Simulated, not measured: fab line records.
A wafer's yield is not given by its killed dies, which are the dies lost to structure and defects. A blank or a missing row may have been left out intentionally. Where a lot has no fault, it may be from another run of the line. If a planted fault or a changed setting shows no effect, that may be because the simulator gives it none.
fab line records + flow nandHarc
record:
- lots: 6
- wafers: 18
- lastDay: 32
route steps=1302 shown THIN_TSV@1282 END@1302
lots with no fault: from the same line, run without faults
startH: start of the lot's first displayed wafer, in hours after the record's first day + waitH: hours since the lot's step before + " the same as in the row above + L1.1+2: several wafers, shown together as one row + - no value, or no start was given + * or withheld: withheld + < > ~ a bound
route shown NAME@n: NAME is a module with steps in the file, n the number in the route of the first one + usual: average and standard deviation across the fault-free wafers + same: alike in all rows + chamber/n: place in a boat + sites: the reading at each site + _std_site: how widely they spread, as a standard deviation + _edge_site: mean of outer sites minus mean of inner sites + radiusMm: for every site, how far away it sits from the centre of the wafer + mask NAME#n: copy n + behind: tool/chamber where the wafer was last shaped + hold: why the lot was held/for how many hours/how that ended + device: the n, p or np transistor that did not switch + end of line: tests run on the same wafers once the route is complete + for a step that has no rows: nothing shown but its recipe + killed: dies lost to structure and defects at the first sort, not the wafer's yield + map: the dies of a wafer, with x for killed, . for not killed, _ for no die there
set.NAME: setting as actually run; set.NAME@STEP: the setting as run at that earlier step + model.NAME: the simulator's own value behind a step, which no gauge read
a table for each step, a row for each wafer; lots at some steps of the route
services: when a tool's chamber went out of use (startH, in hours from the record's first day, below 0 if earlier), for how many hours, and the reason
== steps ==
step: NHARC_THIN_TSV_PVD_24
recipe:
- targetThkA: 8000
- powerW: withheld
- chamberPressurePa: withheld
- substrateTempC: withheld
- timeS: withheld
- gas: Ar
- material: Al
step: NHARC_THIN_TSV_DEHYDRATE_25
recipe:
- tempC: 150
- timeS: 120
step: NHARC_THIN_TSV_HMDS_26
recipe:
- timeS: 30
step: NHARC_THIN_TSV_COAT_27
recipe:
- spinRpm: *
step: NHARC_THIN_TSV_SOFTBAKE_28
recipe:
- tempC: 122
- timeS: 95
step: NHARC_THIN_TSV_EBR_29
step: NHARC_THIN_TSV_EXPOSE_30
recipe:
- na: 0.55
- doseMj: 11.47
- maskId: PAD
step: NHARC_THIN_TSV_PEB_31
recipe:
- pebTempC: 118
- pebTimeS: 85
step: NHARC_THIN_TSV_DEVELOP_32
recipe:
- timeS: 70
step: NHARC_THIN_TSV_CD_MEAS_33
recipe:
- targetCdNm: 5000
- landingEnergyEv: 500
usual:
- cdNm: 4999.8/2.2
| lot.wafer | tool     | chamber | startH | waitH | cdNm   |
|-----------|----------|---------|--------|-------|--------|
| L503.2    | cdSem-02 | 0       | 613.26 | -     | 4998.0 |
| L503.4    | "        | 0       | "      | "     | 5000.4 |
| L503.6    | "        | 0       | "      | "     | 5002.7 |
| L506.2    | cdSem-02 | 0       | 643.20 | -     | 5001.9 |
| L506.5    | "        | 0       | "      | "     | 5001.7 |
| L506.6    | "        | 0       | "      | "     | 4996.7 |
| L507.1    | cdSem-02 | 0       | 656.83 | -     | 5002.1 |
| L507.2    | "        | 0       | "      | "     | 4997.9 |
| L507.4    | "        | 0       | "      | "     | 4998.8 |
| L514.2    | cdSem-01 | 0       | 722.53 | -     | 4999.6 |
| L514.4    | "        | 0       | "      | "     | 5001.2 |
| L514.6    | "        | 0       | "      | "     | 5000.1 |
| L516.2    | cdSem-01 | 0       | 753.72 | -     | 4996.4 |
| L516.5    | "        | 0       | "      | "     | 4998.4 |
| L516.6    | "        | 0       | "      | "     | 4999.1 |
| L518.1    | cdSem-01 | 0       | 754.97 | -     | 5001.1 |
| L518.2    | "        | 0       | "      | "     | 5002.4 |
| L518.4    | "        | 0       | "      | "     | 5002.0 |
step: NHARC_THIN_TSV_HARDBAKE_34
recipe:
- tempC: 125
- timeS: 80
step: NHARC_THIN_TSV_DESCUM_35
recipe:
- timeS: 3
- o2FlowSccm: 200
- arFlowSccm: 0
- biasPowerW: 0
- chemistry: O2
usual:
- drypumpMotorCurrentA: 5.8/0.35
- oesProductAu: 0.995/0.013
- rfVppV: 57.8/0.79
- showerheadPlenumPTorr: 1.91/0.081
- throttleValvePct: 11.310/0.0094
| lot.wafer | tool       | chamber | startH | waitH | drypumpMotorCurrentA | oesProductAu | rfHoursCounterH | rfVppV | showerheadPlenumPTorr | throttleValvePct |
|-----------|------------|---------|--------|-------|----------------------|--------------|-----------------|--------|-----------------------|------------------|
| L503.4    | rieDiel-03 | 2       | 613.42 | -     | 5.6                  | 0.986        | 6.7             | 57.0   | 1.82                  | 11.311           |
| L503.2    | "          | 0       | "      | "     | 6.6                  | 1.009        | 5.3             | 57.8   | 1.94                  | 11.296           |
| L503.6    | "          | 2       | "      | "     | 5.6                  | 0.993        | -               | 55.8   | 1.82                  | 11.315           |
| L506.2    | rieDiel-07 | 1       | 643.36 | -     | 6.0                  | 1.008        | 11.1            | 58.2   | 1.95                  | 11.325           |
| L506.5    | "          | 0       | "      | "     | 5.4                  | 0.982        | -               | 58.4   | 1.90                  | 11.303           |
| L506.6    | "          | 1       | "      | "     | 6.0                  | 1.016        | -               | 58.4   | 1.95                  | 11.309           |
| L507.4    | rieDiel-13 | 1       | 656.98 | -     | 6.2                  | 0.993        | 6.7             | 57.4   | 2.01                  | 11.301           |
| L507.1    | "          | 2       | "      | "     | 5.4                  | 1.000        | 6.9             | 57.7   | 2.05                  | 11.321           |
| L507.2    | "          | 0       | "      | "     | 5.3                  | 1.001        | 6.9             | 57.7   | 1.78                  | 11.314           |
| L514.2    | rieDiel-07 | 1       | 722.68 | -     | 6.0                  | 1.019        | 5.0             | 57.8   | 1.95                  | 11.307           |
| L514.4    | "          | 3       | "      | "     | 5.8                  | 0.981        | 4.9             | 58.1   | 1.98                  | 11.306           |
| L514.6    | "          | 2       | "      | "     | 6.2                  | 0.984        | -               | 57.2   | 1.82                  | 11.303           |
| L516.2    | rieDiel-03 | 1       | 753.88 | -     | 6.0                  | 0.981        | 5.6             | 58.1   | 1.96                  | 11.302           |
| L516.5    | "          | 1       | "      | "     | 6.0                  | 0.994        | -               | 59.5   | 1.96                  | 11.297           |
| L516.6    | "          | 2       | "      | "     | 5.6                  | 1.002        | -               | 57.3   | 1.81                  | 11.317           |
| L518.1    | rieDiel-03 | 3       | 755.13 | -     | 5.8                  | 0.987        | 4.6             | 57.1   | 1.83                  | 11.320           |
| L518.2    | "          | 1       | "      | "     | 6.1                  | 0.989        | 5.6             | 59.5   | 1.96                  | 11.305           |
| L518.4    | "          | 2       | "      | "     | 5.6                  | 1.006        | 5.7             | 57.6   | 1.81                  | 11.325           |
step: NHARC_THIN_TSV_ETCH_59
recipe:
- targetDepthA: 8800
- icpW: 900
- biasW: 100
- Cl2_flow_sccm: 60
- bcl3FlowSccm: 30
- timeS: 138.1
- chemistry: Cl2/BCl3
usual:
- drypumpMotorCurrentA: 5.95/0.3
- oesProductAu: 1.005/0.014
- throttleValvePct: 22.265/0.0089
| lot.wafer | tool        | chamber | startH | waitH | drypumpMotorCurrentA | oesProductAu | rfHoursCounterH | throttleValvePct |
|-----------|-------------|---------|--------|-------|----------------------|--------------|-----------------|------------------|
| L503.2    | rieMetal-01 | 1       | 613.55 | 0.1   | 5.69                 | 0.993        | 0.3             | 22.272           |
| L503.4    | "           | 0       | "      | "     | 6.21                 | 0.998        | -               | 22.262           |
| L503.6    | "           | 0       | "      | "     | 6.26                 | 0.992        | -               | 22.274           |
| L506.2    | rieMetal-03 | 1       | 643.52 | 0.1   | 5.86                 | 1.029        | 2.2             | 22.265           |
| L506.6    | "           | 0       | "      | "     | 6.44                 | 1.369        | -               | 22.267           |
| L506.5    | "           | 1       | "      | "     | 5.84                 | 1.032        | -               | 22.255           |
| L507.2    | rieMetal-03 | 0       | 657.11 | 0.1   | 6.41                 | 1.374        | 2.5             | 22.272           |
| L507.1    | "           | 1       | "      | "     | 5.88                 | 1.026        | 2.5             | 22.251           |
| L507.4    | "           | 1       | "      | "     | 5.91                 | 1.021        | -               | 22.246           |
| L514.2    | rieMetal-03 | 0       | 722.85 | 0.2   | 6.42                 | 0.976        | 0.5             | 22.263           |
| L514.4    | "           | 0       | "      | "     | 6.46                 | 0.977        | -               | 22.266           |
| L514.6    | "           | 1       | "      | "     | 5.87                 | 1.013        | -               | 22.274           |
| L516.2    | rieMetal-03 | 0       | 754.00 | 0.1   | 6.43                 | 0.986        | 1.2             | 22.267           |
| L516.6    | "           | 0       | "      | "     | 6.42                 | 0.988        | -               | 22.287           |
| L516.5    | "           | 1       | "      | "     | 5.85                 | 1.009        | -               | 22.254           |
| L518.2    | rieMetal-02 | 0       | 755.26 | 0.1   | 5.61                 | 1.009        | 2.3             | 22.266           |
| L518.1    | "           | 1       | "      | "     | 5.86                 | 1.012        | 2.3             | 22.263           |
| L518.4    | "           | 1       | "      | "     | 5.88                 | 1.011        | -               | 22.273           |
step: NHARC_THIN_TSV_ETCH_36
recipe:
- targetDepthA: 650
- overEtchFrac: 0.3
- timeS: 18.571
- ionEnergyEv: 150
- chemistry: Cl2/BCl3
usual:
- drypumpMotorCurrentA: 5.96/0.3
- oesProductAu: 1.004/0.015
| lot.wafer | tool        | chamber | startH | waitH | drypumpMotorCurrentA | oesProductAu | rfHoursCounterH |
|-----------|-------------|---------|--------|-------|----------------------|--------------|-----------------|
| L503.2    | rieMetal-01 | 0       | 613.81 | 0.2   | 6.23                 | 1.010        | 0.5             |
| L503.4    | "           | 1       | "      | "     | 5.68                 | 0.995        | -               |
| L503.6    | "           | 1       | "      | "     | 5.70                 | 0.994        | -               |
| L506.2    | rieMetal-03 | 0       | 643.74 | 0.2   | 6.41                 | 1.001        | 2.4             |
| L506.6    | "           | 1       | "      | "     | 5.92                 | 1.039        | -               |
| L506.5    | "           | 0       | "      | "     | 6.43                 | 1.002        | -               |
| L507.2    | rieMetal-03 | 0       | 657.37 | 0.2   | 6.40                 | 0.997        | 2.6             |
| L507.1    | "           | 1       | "      | "     | 5.86                 | 1.024        | 2.6             |
| L507.4    | "           | 1       | "      | "     | 5.89                 | 1.028        | -               |
| L514.2    | rieMetal-03 | 1       | 723.08 | 0.2   | 5.89                 | 1.010        | 0.6             |
| L514.4    | "           | 1       | "      | "     | 5.87                 | 1.018        | -               |
| L514.6    | "           | 1       | "      | "     | 5.87                 | 1.007        | -               |
| L516.2    | rieMetal-03 | 0       | 754.26 | 0.2   | 6.40                 | 0.975        | 1.3             |
| L516.6    | "           | 0       | "      | "     | 6.36                 | 0.966        | -               |
| L516.5    | "           | 1       | "      | "     | 5.86                 | 1.006        | -               |
| L518.1    | rieMetal-02 | 0       | 755.52 | 0.2   | 5.61                 | 1.000        | 2.5             |
| L518.2    | "           | 1       | "      | "     | 5.84                 | 0.998        | 2.5             |
| L518.4    | "           | 1       | "      | "     | 5.85                 | 1.021        | -               |
step: NHARC_THIN_TSV_STRIP_56
recipe:
- powerW: 1500
- tempC: 250
- chemistry: O2
usual:
- drypumpMotorCurrentA: 6.0/0.32
- heaterPowerW: 325/35
| lot.wafer | tool           | chamber | startH | waitH | drypumpMotorCurrentA | heaterPowerW | rfHoursCounterH |
|-----------|----------------|---------|--------|-------|----------------------|--------------|-----------------|
| L503.2    | plasmaAsher-01 | 0       | 613.90 | 0.1   | 6.2                  | 327          | 23              |
| L503.4    | "              | 1       | "      | "     | 6.2                  | 278          | -               |
| L503.6    | "              | 1       | "      | "     | 6.2                  | 273          | -               |
| L506.2    | plasmaAsher-01 | 0       | 643.88 | 0.1   | 6.2                  | 329          | 30              |
| L506.6    | "              | 1       | "      | "     | 6.2                  | 274          | -               |
| L506.5    | "              | 0       | "      | "     | 6.3                  | 331          | -               |
| L507.1    | plasmaAsher-02 | 0       | 657.47 | 0.1   | 5.4                  | 380          | 10              |
| L507.2    | "              | 1       | "      | "     | 5.9                  | 340          | 10              |
| L507.4    | "              | 1       | "      | "     | 5.9                  | 343          | -               |
| L514.2    | plasmaAsher-01 | 1       | 723.21 | 0.1   | 6.2                  | 277          | 4               |
| L514.4    | "              | 0       | "      | "     | 6.2                  | 330          | -               |
| L514.6    | "              | 1       | "      | "     | 6.2                  | 276          | -               |
| L516.2    | plasmaAsher-01 | 0       | 754.40 | 0.1   | 6.2                  | 334          | 11              |
| L516.6    | "              | 1       | "      | "     | 6.2                  | 284          | -               |
| L516.5    | "              | 0       | "      | "     | 6.2                  | 333          | -               |
| L518.2    | plasmaAsher-02 | 1       | 755.62 | 0.1   | 5.9                  | 341          | 30              |
| L518.1    | "              | 0       | "      | "     | 5.4                  | 368          | 30              |
| L518.4    | "              | 0       | "      | "     | 5.4                  | 368          | -               |
step: NHARC_THIN_TSV_STRIP_57
recipe:
- timeS: 1200
- tempC: 72.5
- chemistry: postEtchResidueRemover
step: NHARC_THIN_TSV_CD_MEAS_37
usual:
- cdNm: 5001/3.7
| lot.wafer | tool     | chamber | startH | waitH | cdNm |
|-----------|----------|---------|--------|-------|------|
| L503.2    | cdSem-01 | -       | 614.70 | -     | 4997 |
| L503.4    | "        | -       | "      | "     | 5000 |
| L503.6    | "        | -       | "      | "     | 5009 |
| L506.2    | cdSem-01 | -       | 644.63 | -     | 4998 |
| L506.5    | "        | -       | "      | "     | 5002 |
| L506.6    | "        | -       | "      | "     | 4982 |
| L507.1    | cdSem-01 | -       | 658.26 | -     | 5000 |
| L507.2    | "        | -       | "      | "     | 4974 |
| L507.4    | "        | -       | "      | "     | 5000 |
| L514.2    | cdSem-01 | -       | 723.97 | -     | 5001 |
| L514.4    | "        | -       | "      | "     | 5005 |
| L514.6    | "        | -       | "      | "     | 4998 |
| L516.2    | cdSem-02 | -       | 755.15 | -     | 4992 |
| L516.5    | "        | -       | "      | "     | 5000 |
| L516.6    | "        | -       | "      | "     | 4998 |
| L518.1    | cdSem-01 | -       | 756.42 | -     | 5002 |
| L518.2    | "        | -       | "      | "     | 5004 |
| L518.4    | "        | -       | "      | "     | 4999 |
step: NHARC_THIN_TSV_ANNEAL_58
recipe:
- tempC: 400
- timeS: 1800
step: NHARC_END_SORT_01
recipe:
- tempC: 25
usual:
- defectLimitedYield: 91.3/1.9
- killedAtArray: 54/12
- killedAtOther: 0.7/1.1
- killedAtPeriphery: 3.9/2.8
- killedDies: 59/13
- killedOpen: 3.4/2
- killedShort: 2.5/1.7
- sort_bin_2_pct: 3.1/0.91
- sort_bin_3_pct: 0.6/0.34
- sort_bin_4_pct: 5.0/1.1
- sortNPass: 618/13
- sortRimYieldPct: 88/3.5
- sortYieldPct: 91.3/1.9
same:
- grossDies: 677
- sort_bin_5_pct[%]: 0
- sort_bin_6_pct[%]: 0
- sort_bin_7_pct[%]: 0
- sort_bin_8_pct[%]: 0
- sortRimNGross: 106.00
| lot.wafer | tool      | chamber | startH | waitH | defectLimitedYield[%] | killedAtArray | killedAtOther | killedAtPeriphery | killedDies | killedOpen | killedShort | sort_bin_2_pct[%] | sort_bin_3_pct[%] | sort_bin_4_pct[%] | sortNPass | sortRimYieldPct[%] | sortYieldPct[%] |
|-----------|-----------|---------|--------|-------|-----------------------|---------------|---------------|-------------------|------------|------------|-------------|-------------------|-------------------|-------------------|-----------|--------------------|-----------------|
| L506.2    | prober-02 | 0       | 652.63 | 2.8   | 91.1                  | 58            | 1             | 1                 | 60         | 0          | 0           | 2.4               | 0.6               | 5.9               | 617       | 87                 | 91.1            |
| L506.5    | prober-02 | 0       | 655.04 | 3.7   | 92.0                  | 49            | 1             | 4                 | 54         | 4          | 1           | 2.5               | 0.4               | 5.0               | 623       | 86                 | 92.0            |
| L506.6    | prober-02 | 0       | 655.84 | 4.0   | 91.6                  | 57            | 0             | 0                 | 57         | 5          | 2           | 2.7               | 0.7               | 5.0               | 620       | 89                 | 91.6            |
| L507.1    | prober-01 | 0       | 665.93 | 2.5   | 91.6                  | 46            | 1             | 10                | 57         | 7          | 1           | 2.5               | 0.7               | 5.2               | 620       | 87                 | 91.6            |
| L507.2    | prober-01 | 0       | 666.73 | 2.8   | 92.9                  | 45            | 0             | 3                 | 48         | 3          | 2           | 2.7               | 0.3               | 4.1               | 629       | 89                 | 92.9            |
| L507.4    | prober-01 | 0       | 668.34 | 3.4   | 92.8                  | 43            | 0             | 6                 | 49         | 1          | 0           | 1.5               | 0.6               | 5.2               | 628       | 91                 | 92.8            |
| L514.2    | prober-01 | 0       | 732.36 | 2.8   | 93.6                  | 42            | 0             | 1                 | 43         | 2          | 0           | 3.0               | 0.3               | 3.1               | 634       | 92                 | 93.6            |
| L514.4    | prober-01 | 0       | 733.96 | 3.4   | 93.6                  | 39            | 1             | 3                 | 43         | 6          | 2           | 2.1               | 0.3               | 4.0               | 634       | 92                 | 93.6            |
| L514.6    | prober-01 | 0       | 735.55 | 4.0   | 92.6                  | 41            | 2             | 7                 | 50         | 4          | 6           | 1.6               | 0.6               | 5.2               | 627       | 90                 | 92.6            |
| L516.2    | prober-02 | 0       | 765.84 | 2.8   | 90.5                  | 62            | 1             | 1                 | 64         | 4          | 3           | 3.8               | 0.9               | 4.7               | 613       | 89                 | 90.5            |
| L516.5    | prober-02 | 0       | 768.24 | 3.7   | 90.7                  | 59            | 0             | 4                 | 63         | 4          | 3           | 3.1               | 0.9               | 5.3               | 614       | 89                 | 90.7            |
| L516.6    | prober-02 | 0       | 769.04 | 4.0   | 92.2                  | 52            | 0             | 1                 | 53         | 2          | 1           | 2.1               | 1.3               | 4.4               | 624       | 91                 | 92.2            |
killed by level:class
L506.2 A_CHANNEL_HOLE_D1:chamberFilmFlake=34 A_CHANNEL_HOLE_D2:chamberFilmFlake=14 A_STAIRCASE:chamberFilmFlake=4 A_CONTACT:chamberFilmFlake=3 A_CHANNEL_FILL_D1:chamberFilmFlake=2 P_GATE:chamberFilmFlake=1 A_SGD_CUT:chamberFilmFlake=1 THIN_TSV:chamberFilmFlake=1
L506.5 A_CHANNEL_HOLE_D1:chamberFilmFlake=23 A_CHANNEL_HOLE_D2:chamberFilmFlake=16 A_STAIRCASE:chamberFilmFlake=2 A_CHANNEL_FILL_D1:chamberFilmFlake=2 P_CONTACT:geometricParticle:open=1 P_M2:geometricParticle:open=1 A_CHANNEL_FILL_D1:geometricParticle:open=1 A_CHANNEL_FILL_D2:geometricParticle:short=1
L506.6 A_CHANNEL_HOLE_D1:chamberFilmFlake=29 A_CHANNEL_HOLE_D2:chamberFilmFlake=13 A_CHANNEL_FILL_D1:chamberFilmFlake=4 A_DECK1_JOINT:geometricParticle:short=1 A_ONON_D2:geometricParticle:open=1 A_CHANNEL_FILL_D2:geometricParticle:open=1 A_WL_FILL:geometricParticle:short=1 A_WL_FILL:geometricParticle:open=1
L507.1 A_SLIT:chamberFilmFlake=23 A_CONTACT:chamberFilmFlake=8 P_CONTACT:chamberFilmFlake=6 A_CHANNEL_HOLE_D1:chamberFilmFlake=5 A_CHANNEL_HOLE_D2:chamberFilmFlake=3 P_M0:geometricParticle:open=2 P_CONTACT:geometricParticle:open=1 A_CHANNEL_FILL_D1:geometricParticle:open=1
L507.2 A_SLIT:chamberFilmFlake=26 A_CHANNEL_HOLE_D2:chamberFilmFlake=5 A_CONTACT:chamberFilmFlake=5 A_CHANNEL_HOLE_D1:chamberFilmFlake=4 P_CONTACT:chamberFilmFlake=2 P_M0:geometricParticle:open=1 A_CHANNEL_FILL_D1:geometricParticle:short=1 A_CHANNEL_FILL_D1:geometricParticle:open=1
L507.4 A_SLIT:chamberFilmFlake=24 A_CHANNEL_HOLE_D2:chamberFilmFlake=6 A_CONTACT:chamberFilmFlake=4 P_CONTACT:chamberFilmFlake=3 A_CHANNEL_HOLE_D1:chamberFilmFlake=3 P_ZERO_WELL:chamberFilmFlake=2 A_STAIRCASE:chamberFilmFlake=2 A_WL_FILL:chamberFilmFlake=2
L514.2 A_CHANNEL_HOLE_D1:chamberFilmFlake=30 A_SLIT:chamberFilmFlake=6 A_CONTACT:chamberFilmFlake=2 P_M0:geometricParticle:open=1 A_WL_FILL:geometricParticle:open=1 A_STAIRCASE:chamberFilmFlake=1 A_WL_FILL:chamberFilmFlake=1 A_M1:chamberFilmFlake=1
L514.4 A_CHANNEL_HOLE_D1:chamberFilmFlake=26 A_CONTACT:chamberFilmFlake=5 A_SLIT:chamberFilmFlake=2 P_M1:geometricParticle:open=1 P_M2:geometricParticle:open=1 A_CHANNEL_HOLE_D1:geometricParticle:open=1 A_ONON_D2:geometricParticle:short=1 A_ONON_D2:geometricParticle:open=1
L514.6 A_CHANNEL_HOLE_D1:chamberFilmFlake=24 A_STAIRCASE:chamberFilmFlake=4 A_SLIT:chamberFilmFlake=4 P_GATE:chamberFilmFlake=3 A_ONON_D2:geometricParticle:short=2 THIN_TSV:chamberFilmFlake=2 P_M0:geometricParticle:open=1 P_M0:geometricParticle:short=1
L516.2 A_CHANNEL_HOLE_D2:chamberFilmFlake=23 A_SLIT:chamberFilmFlake=17 A_CHANNEL_HOLE_D1:chamberFilmFlake=8 A_STAIRCASE:chamberFilmFlake=5 A_CHANNEL_FILL_D2:geometricParticle:open=2 A_CHANNEL_FILL_D1:geometricParticle:open=1 A_DECK1_JOINT:geometricParticle:short=1 A_CONTACT:geometricParticle:short=1
L516.5 A_SLIT:chamberFilmFlake=21 A_CHANNEL_HOLE_D2:chamberFilmFlake=19 A_STAIRCASE:chamberFilmFlake=5 P_GATE:chamberFilmFlake=4 A_CHANNEL_HOLE_D1:chamberFilmFlake=4 A_CHANNEL_FILL_D2:chamberFilmFlake=3 A_SOURCE_PLATE:geometricParticle:short=1 A_CHANNEL_FILL_D1:geometricParticle:short=1
L516.6 A_CHANNEL_HOLE_D2:chamberFilmFlake=15 A_SLIT:chamberFilmFlake=13 A_CHANNEL_HOLE_D1:chamberFilmFlake=9 A_STAIRCASE:chamberFilmFlake=6 A_CHANNEL_FILL_D2:chamberFilmFlake=5 A_CONTACT:geometricParticle:open=2 A_CONTACT:chamberFilmFlake=2 P_CONTACT:geometricParticle:short=1
== services ==
| tool           | chamber | startH | hours | kind      |
|----------------|---------|--------|-------|-----------|
| plasmaAsher-02 | -       | 602.20 | 1.4   | repair    |
| plasmaAsher-02 | -       | 603.76 | 9.0   | pm        |
| rieDiel-03     | 0       | 619.12 | 6.5   | repair    |
| rieMetal-03    | -       | 627.29 | 0.9   | repair    |
| rieMetal-02    | -       | 631.00 | 9.0   | pm        |
| rieDiel-03     | -       | 635.38 | 9.0   | pm        |
| rieDiel-03     | 3       | 647.27 | 1.7   | repair    |
| rieDiel-07     | -       | 648.20 | 9.0   | pm        |
| plasmaAsher-01 | -       | 684.42 | 0.3   | repair    |
| rieMetal-02    | 1       | 687.44 | 3.8   | repair    |
| rieDiel-07     | 2       | 694.04 | 7.4   | repair    |
| rieMetal-03    | -       | 696.00 | 9.0   | pm        |
| rieMetal-03    | 0       | 696.00 | 9.0   | ventCycle |
| rieMetal-03    | 1       | 696.00 | 9.0   | ventCycle |
| rieDiel-13     | -       | 696.06 | 9.0   | pm        |
| plasmaAsher-01 | -       | 696.53 | 9.0   | pm        |
| rieMetal-01    | -       | 700.09 | 1.0   | repair    |
| plasmaAsher-02 | -       | 703.07 | 2.7   | repair    |
| rieMetal-03    | 0       | 705.00 | -     | clean     |
| rieMetal-03    | 1       | 705.00 | -     | clean     |
| plasmaAsher-02 | -       | 737.97 | 0.8   | repair    |
| rieDiel-07     | 0       | 739.86 | 8.6   | repair    |
| rieMetal-01    | -       | 752.00 | 9.0   | pm        |
| rieDiel-13     | 2       | 753.65 | 1.6   | repair    |
== key ==
firstSign:
- step: NHARC_THIN_TSV_ETCH_59
- reading: oesProductAu
- direction: up
- sigmas: 26
- usual: 1.005
- struck: 1.371
effect:
- step: NHARC_THIN_TSV_CD_MEAS_37
- reading: cdNm
- direction: down
- sigmas: 6.1
- usual: 5001
- struck: 4978
metAt NHARC_THIN_TSV_ETCH_59
struckWafers L506.6,L507.2
fault:
- kind: processParameterDrift
- tool: rieMetal-03
- chamber: 0
- onsetH: 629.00
- steps: NHARC_THIN_TSV_ETCH_59
- channel: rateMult
- offset: 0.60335
- shape: step
- endH: 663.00
